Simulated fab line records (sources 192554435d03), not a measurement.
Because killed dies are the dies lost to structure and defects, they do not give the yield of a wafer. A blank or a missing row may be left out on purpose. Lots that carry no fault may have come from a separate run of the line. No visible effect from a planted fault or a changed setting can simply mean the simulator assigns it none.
Chamber matching || flow n5 finfet || N5_MOL_CONTACT_COAG_CO_FILL_22 on cvd co-02 has 3 sister chambers
The step material Co, precursor CCTBA/H2, target thk 20 nm. 6 wafers are shown with their chamber, then 6 later ones without.

== EACH WAFER AND ITS CHAMBER ==
{"wafer": "L425.2", "chamber": 0, "heater power outer w (W)": 149, "heater power w (W)": 267}
{"wafer": "L425.5", "chamber": 0, "heater power outer w (W)": 152, "heater power w (W)": 268}
{"wafer": "L428.3", "chamber": 1, "heater power outer w (W)": 116, "heater power w (W)": 249}
{"wafer": "L428.4", "chamber": 1, "heater power outer w (W)": 115, "heater power w (W)": 250}
{"wafer": "L435.3", "chamber": 2, "heater power outer w (W)": 102, "heater power w (W)": 209}
{"wafer": "L435.5", "chamber": 2, "heater power outer w (W)": 103, "heater power w (W)": 210}

== WAFERS WHOSE CHAMBER IS MISSING ==
{"wafer": "L440.2", "heater power outer w (W)": 117, "heater power w (W)": 259}
{"wafer": "L440.3", "heater power outer w (W)": 146, "heater power w (W)": 264}
{"wafer": "L440.4", "heater power outer w (W)": 101, "heater power w (W)": 210}
{"wafer": "L441.1", "heater power outer w (W)": 116, "heater power w (W)": 254}
{"wafer": "L441.2", "heater power outer w (W)": 153, "heater power w (W)": 269}
{"wafer": "L441.4", "heater power outer w (W)": 103, "heater power w (W)": 210}

== CHAMBER TAKEN BY EACH ==
{"wafer": "L440.2", "from the rows above": 1, "in truth": 1}
{"wafer": "L440.3", "from the rows above": 0, "in truth": 0}
{"wafer": "L440.4", "from the rows above": 2, "in truth": 2}
{"wafer": "L441.1", "from the rows above": 1, "in truth": 1}
{"wafer": "L441.2", "from the rows above": 0, "in truth": 0}
{"wafer": "L441.4", "from the rows above": 2, "in truth": 2}
6 of 6 placed correctly. From these rows, 0 cannot be placed. Placed wrongly: 0.
How it was worked out, from the rows above alone: a wafer's distance from a chamber is the root of the sum, over the readings, of the square of ((its reading less the chamber's mean) divided by the reading's scatter). If the next closest chamber is less than 2 further off than the closest, the wafer can't be placed; otherwise it belongs to the closest. A chamber's mean is the mean of its shown wafers. How the scatter is found: for the shown wafers, subtract from each reading the mean of its chamber, square and add these, divide the total by (wafers less chambers), then take the root.
